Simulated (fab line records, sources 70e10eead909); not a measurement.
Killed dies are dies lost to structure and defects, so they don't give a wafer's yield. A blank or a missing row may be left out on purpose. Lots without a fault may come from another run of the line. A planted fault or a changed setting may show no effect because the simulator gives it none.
fab line records | flow nand_harc
record lots=6 wafers=18 last_day=33
route steps=1302 shown A_DECK1_JOINT@530
lots that met no fault: from a run of the same line without faults
start_h: hours from the record's first day to the start of the lot's first wafer shown | wait_h: hours since the lot's step before | " the same as in the row above | L1.1+2: a row that stands for several wafers | - no value, or no start given | * or withheld: withheld | < > ~ a bound
route shown NAME@n: a module of which the file shows steps, and the number in the route of the first | usual: mean/standard deviation of fault-free wafers | same: alike in all rows | chamber/n: place in a boat | sites: the reading at each site | _std_site: their standard deviation | _edge_site: outer sites' mean less inner sites' | radius_mm: how far each site lies from the wafer's centre | mask NAME#n: copy n | behind: the tool/chamber that last shaped the wafer | hold: why the lot was held/for how many hours/how that ended | device: the transistor (n, p or np) that didn't switch | end of line: the same wafers' tests at the end of the route | a step without rows: its recipe alone | killed: dies lost to structure and defects at the first sort, not the wafer's yield | map: a wafer's dies, x killed, . not, _ none there
set.NAME: the setting as run; set.NAME@STEP: as run at that earlier step | model.NAME: the simulator's own value behind a step, which no gauge read
lots at some steps of the route; a table a step, a row a wafer
services: from which hour (start_h, from the record's first day; less than 0 if before it) a tool's chamber was out of use, for how many hours, and why
## steps
# step NHARC_A_DECK1_JOINT_ETCHBACK_00
# recipe target_depth_a=300 time_s=17.4 hbr_flow_sccm=150 rf_w=350 icp_w=350 bias_w=60 chemistry=HBr
# usual drypump_motor_current_A=6.0/0.45 oes_product_au=1.003/0.0096 rf_fwd_power_W=343.2/1.7 throttle_valve_pct=23.265/0.0098
# columns lot.wafer tool chamber start_h wait_h drypump_motor_current_A oes_product_au rf_fwd_power_W rf_hours_counter_h throttle_valve_pct
L660.4 rie_si-05 2 261.10 0.1 6.0 1.030 344.2 0.7 23.269
L660.1 " 0 " " 6.1 0.996 342.1 0.8 23.259
L660.3 " 1 " " 6.1 1.004 340.1 0.8 23.246
L665.4 rie_si-06 0 303.93 0.1 5.2 1.011 341.7 0.3 23.261
L665.1 " 1 " " 6.2 0.999 344.2 0.4 23.268
L665.5 " 1 " " 6.2 0.990 342.7 - 23.242
L676.2 rie_si-05 3 409.37 0.1 6.7 0.993 344.3 0.6 23.274
L676.1 " 0 " " 6.2 0.988 342.3 0.7 23.261
L676.6 " 2 " " 6.0 1.001 342.6 - 23.267
L677.1 rie_si-05 3 421.80 0.1 6.8 1.008 344.7 0.7 23.266
L677.3 " 0 " " 6.2 0.990 341.6 0.8 23.270
L677.4 " 1 " " 6.1 0.992 341.4 0.7 23.257
L681.2 rie_si-06 3 458.41 0.1 6.2 0.992 342.6 0.1 23.268
L681.1 " 0 " " 5.1 1.010 344.1 0.2 23.252
L681.6 " 1 " " 6.2 0.998 344.4 - 23.263
L683.3 rie_si-01 3 468.80 0.1 5.8 0.998 344.3 0.5 23.259
L683.1 " 2 " " 6.2 0.998 343.7 0.5 23.271
L683.5 " 0 " " 6.2 0.998 340.7 - 23.277
# step NHARC_A_DECK1_JOINT_PRECLEAN_30
# recipe time_s=* temp_c=50 bath_age_min=0 chemistry=SC1
# step NHARC_A_DECK1_JOINT_SRD_31
# step NHARC_A_DECK1_JOINT_CVD_34
# recipe target_thk_a=200 temp_c=700 pressure_mtorr=300 material=SiNx
# step NHARC_A_DECK1_JOINT_DEP_06
# recipe target_thk_a=800 temp_c=65 material=SiOx
# step NHARC_A_DECK1_JOINT_CURE_26
# recipe temp_c=150 time_s=32 pressure_atm=0.395
# step NHARC_A_DECK1_JOINT_ANNEAL_27
# recipe temp_c=400 time_s=3600 idle_temp_c=300 ramp_up_c_per_min=10 densification_p_h2o_torr=640
# step NHARC_A_DECK1_JOINT_ANNEAL_28
# recipe temp_c=500 time_s=1800 idle_temp_c=400 ramp_up_c_per_min=10 densification_p_h2o_torr=640
# step NHARC_A_DECK1_JOINT_ANNEAL_29
# recipe temp_c=750 time_s=1800 idle_temp_c=500 ramp_up_c_per_min=10 ramp_down_c_per_min=3
# step NHARC_A_DECK1_JOINT_CMP_02
# recipe material=SiOx
# usual motor_current_A=11.9/0.97 retaining_ring_pressure_frac=0.999/0.0048
# columns lot.wafer tool chamber start_h wait_h motor_current_A retaining_ring_pressure_frac
L660.4 cmp-02 3 285.83 0.4 12.6 0.991
L660.3 " 0 " " 12.4 0.991
L660.1 " 2 " " 11.3 0.997
L665.4 cmp-01 0 331.98 0.4 11.9 0.995
L665.1 " 1 " " 11.4 1.001
L665.5 " 0 " " 11.0 1.001
L676.1 cmp-04 3 432.59 0.4 13.7 0.996
L676.2 " 0 " " 12.0 1.002
L676.6 " 0 " " 12.1 0.993
L677.3 cmp-01 2 444.03 0.4 11.1 1.001
L677.4 " 3 " " 12.5 1.012
L677.1 " 0 " " 11.8 0.998
L681.2 cmp-02 0 481.89 0.4 11.6 0.994
L681.1 " 3 " " 13.0 0.999
L681.6 " 0 " " 11.9 0.991
L683.1 cmp-02 0 490.85 0.4 12.3 1.001
L683.3 " 2 " " 11.0 0.993
L683.5 " 0 " " 11.7 1.006
# step NHARC_A_DECK1_JOINT_SRD_15
# step NHARC_A_DECK1_JOINT_DEP_16
# recipe target_thk_a=450 temp_c=400 pressure_torr=6.5 rf_w=900 teos_flow_sccm=161.4 flow_sccm=2650 target_thk_nm=45 gas=O2 material=SiO2
# usual heater_power_w=558/82 rf_fwd_power_W=896/3.1 throttle_valve_pct=16.3/0.58
# columns lot.wafer tool chamber start_h wait_h heater_power_w rf_fwd_power_W since_wet_clean_h throttle_valve_pct
L660.1 pecvd-01 0 286.21 0.1 425 899 143 16.9
L660.3 " 2 " " 498 897 143 15.6
L660.4 " 1 " " 536 896 - 16.5
L665.1 pecvd-01 1 332.46 0.2 603 900 8 16.5
L665.5 " 2 " " 546 898 - 15.0
L665.4 " 0 " " 430 895 - 16.6
L676.1 pecvd-01 2 432.98 0.1 511 789 109 15.3
L676.2 " 0 " " 577 792 109 17.3
L676.6 " 2 " " 518 789 - 15.3
L677.1 pecvd-01 1 444.64 0.3 576 786 121 16.4
L677.3 " 1 " " 567 788 - 16.6
L677.4 " 2 " " 605 794 - 15.3
L681.1 pecvd-03 2 482.27 0.1 471 894 103 15.6
L681.2 " 0 " " 534 893 103 16.9
L681.6 " 2 " " 464 895 - 15.5
L683.1 pecvd-04 0 491.22 0.1 632 897 28 16.7
L683.3 " 2 " " 724 896 28 16.2
L683.5 " 0 " " 645 898 - 16.5
# step NHARC_A_DECK1_JOINT_THK_MEAS_17
# recipe thk_meas_gauge=ellipsometry
# usual thk_nm=45.0/1.2
# columns lot.wafer tool chamber start_h wait_h thk_nm
L660.1 film_metro-01 - 286.49 0.3 43.4
L660.3 " - " " 44.8
L660.4 " - " " 45.8
L665.1 film_metro-01 - 332.68 0.2 46.0
L665.4 " - " " 44.9
L665.5 " - " " 45.0
L676.1 film_metro-01 - 433.26 0.3 42.2
L676.2 " - " " 41.4
L676.6 " - " " 42.9
L677.1 film_metro-02 - 445.01 0.3 43.6
L677.3 " - " " 44.8
L677.4 " - " " 44.5
L681.1 film_metro-01 - 482.55 0.3 45.5
L681.2 " - " " 47.1
L681.6 " - " " 46.3
L683.1 film_metro-01 - 491.50 0.3 45.8
L683.3 " - " " 43.5
L683.5 " - " " 44.3
## services
# columns tool chamber start_h hours kind
rie_si-06 - 249.00 9.0 pm
cmp-01 - 249.89 5.4 repair
pecvd-01 - 263.46 1.2 repair
rie_si-06 0 274.43 7.8 repair
cmp-01 - 283.50 4.0 pm
rie_si-05 - 295.40 0.3 repair
pecvd-01 1 295.57 4.7 repair
rie_si-05 - 305.00 9.0 pm
cmp-01 - 309.13 5.1 repair
pecvd-01 - 311.00 13.0 pm
rie_si-06 - 311.24 0.1 repair
cmp-01 - 323.73 0.8 repair
cmp-02 - 330.50 4.0 pm
rie_si-06 2 338.28 10.8 repair
cmp-01 - 344.99 2.0 repair
cmp-02 - 348.89 0.8 repair
cmp-01 - 381.50 4.0 pm
rie_si-06 0 396.75 7.0 repair
rie_si-06 - 426.00 9.0 pm
cmp-02 - 428.50 4.0 pm
pecvd-01 0 435.41 12.2 repair
rie_si-05 2 445.66 8.5 repair
rie_si-05 0 460.69 7.2 repair
rie_si-05 - 482.00 9.0 pm
## key
first_sign step=NHARC_A_DECK1_JOINT_DEP_16 reading=rf_fwd_power_W direction=down sigmas=34 usual=* struck=*
effect step=NHARC_A_DECK1_JOINT_THK_MEAS_17 reading=thk_nm direction=down sigmas=1.4 usual=45.0 struck=43.2
met_at NHARC_A_DECK1_JOINT_DEP_16
struck_wafers L676.1,L676.2,L676.6,L677.1,L677.3,L677.4
tester_left_out L676,L677
onset_between 332.46 432.98
fault kind=process_parameter_drift tool=pecvd-01 chamber=- onset_h=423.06 steps=NHARC_A_DECK1_JOINT_DEP_16 channel=rf_w offset=* shape=step end_h=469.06 acts_in=* stated=*
# tester_left_out: of these lots the tester's yield and bins aren't shown, on N5 and GAA mostly nor the transistor test; their killed dies are dies lost to structure and defects alone, not to doping, threshold or leakage, so they don't give the yield
